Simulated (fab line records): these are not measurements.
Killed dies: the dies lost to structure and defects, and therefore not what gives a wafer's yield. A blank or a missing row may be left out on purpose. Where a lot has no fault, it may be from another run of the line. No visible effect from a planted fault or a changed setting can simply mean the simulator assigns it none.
What tool caused it? | flow nand harc | 14 lots, 42 wafers sampled, at 4 steps of a route of 1302

WHAT THE GAUGES SHOWED, per wafer
NHARC_P_START_INSPECT_01.
lot  | measured     | on                | raw defect count
L257 | day 1 20:02  | defect inspect-01 | 4 4 0
L258 | day 2 06:02  | defect inspect-01 | 0 2 3
L261 | day 3 12:02  | defect inspect-02 | 5 2 3
L262 | day 3 22:03  | defect inspect-01 | 2 3 3
L265 | day 5 04:02  | defect inspect-01 | 6 5 3
L266 | day 5 14:02  | defect inspect-02 | 5 6 2
L267 | day 6 00:02  | defect inspect-02 | 7 4 3
L269 | day 6 20:02  | defect inspect-01 | 3 6 3
L275 | day 9 08:02  | defect inspect-01 | 4 4 3
L276 | day 9 18:02  | defect inspect-02 | 2 3 4
L277 | day 10 04:02 | defect inspect-02 | 4 6 2
L278 | day 10 14:02 | defect inspect-02 | 5 3 3
L279 | day 11 00:02 | defect inspect-01 | 2 9 7
L280 | day 11 10:02 | defect inspect-01 | 4 6 3

NHARC_P_GATE_CD_MEAS_26 targets a cd of 120 nm.
lot  | measured     | on        | cd nm (nm)
L257 | day 4 22:01  | cd sem-01 | 119.7 119.2 118.8
L258 | day 5 12:46  | cd sem-03 | 119.1 119.4 119.7
L261 | day 6 20:08  | cd sem-02 | 120.1 120.3 119.4
L262 | day 7 02:38  | cd sem-03 | 120.3 120.4 119.7
L265 | day 8 14:11  | cd sem-01 | 119.7 120.2 119.3
L266 | day 8 15:37  | cd sem-01 | 120.2 119.7 119.9
L267 | day 9 13:25  | cd sem-02 | 120.6 120.1 119.7
L269 | day 11 01:40 | cd sem-02 | 120.7 120.2 120.1
L275 | day 12 18:39 | cd sem-01 | 158.6 158.0 158.2
L276 | day 13 06:12 | cd sem-03 | 119.5 119.8 119.9
L277 | day 13 17:41 | cd sem-01 | 155.7 156.0 155.6
L278 | day 14 00:08 | cd sem-01 | 120.8 119.9 120.8
L279 | day 13 23:35 | cd sem-01 | 120.0 120.5 120.1
L280 | day 14 12:04 | cd sem-03 | 119.8 119.4 120.0

WHICH TOOL RAN EACH LOT (tool, then ch and the chambers of the sampled wafers, then the start)
lot  | NHARC_P_ZERO_WELL_DESCUM_54        | NHARC_P_GATE_PEB_24
L257 | rie diel-04 ch 0,1,3, day 2 01:52  | litho track-06 ch 0, day 4 21:56
L258 | rie diel-07 ch 0,1,3, day 2 11:56  | litho track-06 ch 0, day 5 12:41
L261 | rie diel-07 ch 0,2,3, day 3 18:05  | litho track-06 ch 0, day 6 20:03
L262 | rie diel-04 ch 2,3, day 4 03:54    | litho track-01 ch 0, day 7 02:34
L265 | rie diel-04 ch 0,1,3, day 5 10:37  | litho track-04 ch 0, day 8 14:07
L266 | rie diel-01 ch 0,1, day 5 19:56    | litho track-01 ch 0, day 8 15:32
L267 | rie diel-01 ch 1,2,3, day 6 06:07  | litho track-01 ch 0, day 9 13:20
L269 | rie diel-04 ch 0,1, day 7 18:47    | litho track-01 ch 0, day 11 01:35
L275 | rie diel-07 ch 0,1,2, day 9 14:23  | litho track-01 ch 0, day 12 18:34
L276 | rie diel-04 ch 0,1,2, day 9 23:47  | litho track-04 ch 0, day 13 06:07
L277 | rie diel-07 ch 0,1,3, day 10 09:55 | litho track-01 ch 0, day 13 17:37
L278 | rie diel-07 ch 0,2, day 10 19:53   | litho track-04 ch 0, day 14 00:04
L279 | rie diel-01 ch 0,1,2, day 11 05:58 | litho track-06 ch 0, day 13 23:30
L280 | rie diel-01 ch 1,2, day 11 15:57   | litho track-04 ch 0, day 14 11:59
- NHARC_P_ZERO_WELL_DESCUM_54: chemistry O2, time 3 s.
- NHARC_P_GATE_PEB_24: peb time 65 s.

WHAT THE TOOLS THEMSELVES READ (means of the sampled wafers that have a number; where no wafer has one, the mark that the record gives instead)
NHARC_P_ZERO_WELL_DESCUM_54.
lot  | tool        | drypump motor current A (A) | oes product au (a.u.) | rf vpp V (V) | showerhead plenum p Torr (Torr) | throttle valve pct (%)
L257 | rie diel-04 | 5.8                         | 0.993                 | 57.4         | 1.90                            | 11.306
L258 | rie diel-07 | 5.8                         | 1.002                 | 58.6         | 1.95                            | 11.305
L261 | rie diel-07 | 6.1                         | 1.001                 | 57.2         | 1.95                            | 11.305
L262 | rie diel-04 | 5.9                         | 0.988                 | 58.0         | 1.84                            | 11.307
L265 | rie diel-04 | 5.8                         | 0.996                 | 57.7         | 1.89                            | 11.317
L266 | rie diel-01 | 5.5                         | 1.006                 | 56.6         | 1.85                            | 11.309
L267 | rie diel-01 | 5.1                         | 1.005                 | 57.5         | 1.92                            | 11.308
L269 | rie diel-04 | 5.6                         | 0.996                 | 56.8         | 1.92                            | 11.313
L275 | rie diel-07 | 6.2                         | 1.008                 | 57.8         | 1.93                            | 11.313
L276 | rie diel-04 | 5.5                         | 0.995                 | 58.0         | 1.89                            | 11.306
L277 | rie diel-07 | 5.8                         | 1.010                 | 57.8         | 1.93                            | 11.321
L278 | rie diel-07 | 6.4                         | 1.002                 | 57.6         | 1.91                            | 11.299
L279 | rie diel-01 | 5.3                         | 1.000                 | 57.3         | 1.86                            | 11.323
L280 | rie diel-01 | 5.1                         | 1.005                 | 57.6         | 1.83                            | 11.313

NHARC_P_GATE_PEB_24.
lot  | tool           | heater power total W (W) | plate temp C (C) | resist line temp C (C)
L257 | litho track-06 | 156.7                    | 99.72            | 23.00
L258 | litho track-06 | 156.7                    | 99.69            | 22.99
L261 | litho track-06 | 156.5                    | 99.97            | 22.98
L262 | litho track-01 | 156.5                    | 99.95            | 22.98
L265 | litho track-04 | 156.6                    | 99.82            | 23.09
L266 | litho track-01 | 156.6                    | 100.01           | 23.06
L267 | litho track-01 | 156.6                    | 99.96            | 23.02
L269 | litho track-01 | 156.4                    | 100.03           | 22.89
L275 | litho track-01 | 138.9                    | 91.57            | 23.04
L276 | litho track-04 | 156.8                    | 99.95            | 22.97
L277 | litho track-01 | 138.6                    | 91.38            | 22.97
L278 | litho track-04 | 156.6                    | 99.97            | 23.02
L279 | litho track-06 | 156.4                    | 99.90            | 23.01
L280 | litho track-04 | 156.7                    | 100.27           | 23.22

THE ANSWER, worked out from the rows above alone
Rule: the usual values come from the lots themselves. Put in order of their means at a reading, lots are off if they are a third of the lots or fewer, leave a main group of 4 or more, and stand apart from it by a gap of 3 or more times the standard deviation of the main group's means; of several such gaps the widest counts. If all means in a main group match to the digits the tables above print for the reading, that group is not used. Also off: a lot with no number at a reading for which 4 or more lots have one. The other lots that the step has rows for count as sound. Order of review: gauges by route order, followed by the tools' own readings, for which a lot's mean as printed above is used. The first step at which some lot is off is used, and at that step the reading that is off furthest; a lot without a number counts as furthest.
Off at NHARC_P_GATE_CD_MEAS_26 (cd nm): L275, L277. For the main group the mean is 119.9 nm and the standard deviation 0.36.
A tool fits if, at a process step before that reading, it ran every lot that is off, and no sound lot after the first of them. Not tried: the gauges at NHARC_P_GATE_CD_MEAS_26; whatever is off there is also off at NHARC_P_GATE_PEB_24, on other tools, and gauge error can't account for it. One candidate fits, namely litho track-01 at NHARC_P_GATE_PEB_24. A fault onset in the window from L269 (day 11 01:35, its last sound lot) to L275 (day 12 18:34, its first lot off) fits.
The tool's own readings at NHARC_P_GATE_PEB_24 bear it out: on the lots that are off they differ by more than 5 times the standard deviation of the sound lots' means. heater power total W reads 138.8 W there against 156.6 W on the sound lots; plate temp C reads 91.47 C there against 99.94 C on the sound lots.

WHAT THE SIMULATOR PUT IN
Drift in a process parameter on litho track-01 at NHARC_P_GATE_PEB_24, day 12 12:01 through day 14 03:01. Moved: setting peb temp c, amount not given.
Lots struck among those shown: L275, L277. The rule given above showed the same thing.
